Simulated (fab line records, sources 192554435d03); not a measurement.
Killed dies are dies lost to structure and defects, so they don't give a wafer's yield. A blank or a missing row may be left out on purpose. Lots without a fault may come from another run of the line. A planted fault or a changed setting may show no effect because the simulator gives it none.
One fault seen from 2 desks | flow n5_finfet | each desk has only its own numbers; what lay behind them comes last

THE METROLOGY DESK
What the gauges read, lot by lot, whatever tool the lot ran on: means of the sampled wafers that have a number. A lot is out of limits, marked OUT, if its mean lies more than 4 standard deviations from the usual mean; the brackets give that distance. Of its 10 readings 7 are shown: those that lie furthest out on some lot.
Columns: A = DIBL_P at N5_BEOL_M4_RC_MEAS_101, usual 36.2 mV/V; B = IOFF_N at N5_BEOL_M4_RC_MEAS_101, usual 0.160 nA/um; C = IOFF_P at N5_BEOL_M4_RC_MEAS_101, usual 0.211 nA/um; D = ION_N at N5_BEOL_M4_RC_MEAS_101, usual 676 uA/um; E = ION_P at N5_BEOL_M4_RC_MEAS_101, usual 463 uA/um; F = SS_P at N5_BEOL_M4_RC_MEAS_101, usual 73.3 mV/dec; G = VT_P at N5_BEOL_M4_RC_MEAS_101, usual -250.1 mV
lot  | first seen here | A    | B     | C     | D   | E   | F    | G
L493 | day 9 00:44     | 36.3 | 0.152 | 0.170 | 671 | 452 | 73.9 | -256.3
L496 | day 10 01:46    | 36.5 | 0.163 | 0.214 | 679 | 462 | 73.3 | -250.3
L497 | day 10 06:29    | 35.9 | 0.154 | 0.194 | 687 | 467 | 72.8 | -251.4
L498 | day 11 04:47    | 35.0 | 0.144 | 0.191 | 674 | 461 | 73.0 | -249.3
L505 | day 12 01:40    | 34.5 | 0.158 | 0.194 | 678 | 464 | 73.0 | -251.3
L507 | day 12 12:44    | 33.9 | 0.144 | 0.179 | 674 | 458 | 72.8 | -254.4
L508 | day 13 08:55    | 35.8 | 0.134 | 0.188 | 675 | 463 | 72.3 | -250.7
L510 | day 13 20:19    | 37.2 | 0.177 | 0.235 | 683 | 469 | 73.9 | -248.5
L511 | day 14 01:29    | 36.0 | 0.146 | 0.210 | 669 | 459 | 73.8 | -250.1
This desk's finding: nothing out of limits on any of the 9 lots.

THE TOOL OWNER'S DESK: pvd_sputter-03
The tool's own readings at N5_PASSIVATION_AL_DEP_21 (deposits Al, target thk 2800 nm, time 170 s): means of the sampled wafers that have a number, for each lot that ran on this tool. A lot is out of limits, marked OUT, if its mean lies more than 4 standard deviations from the usual mean; the brackets give that distance.
Columns: A = throttle_valve_pct at N5_PASSIVATION_AL_DEP_21, usual 30.1 %
lot  | first seen here | A
L493 | day 12 15:56    | 29.1
L498 | day 15 14:16    | 29.7
L505 | day 16 06:10    | 30.6
L507 | day 16 15:22    | 30.6
L508 | day 17 11:17    | 29.8
L510 | day 17 20:57    | 29.7
This desk's finding: nothing out of limits on any of the 6 lots.

PUT TOGETHER
The metrology desk saw nothing out of limits.
The tool owner's desk saw nothing out of limits.

WHAT THE SIMULATOR HAD PUT IN
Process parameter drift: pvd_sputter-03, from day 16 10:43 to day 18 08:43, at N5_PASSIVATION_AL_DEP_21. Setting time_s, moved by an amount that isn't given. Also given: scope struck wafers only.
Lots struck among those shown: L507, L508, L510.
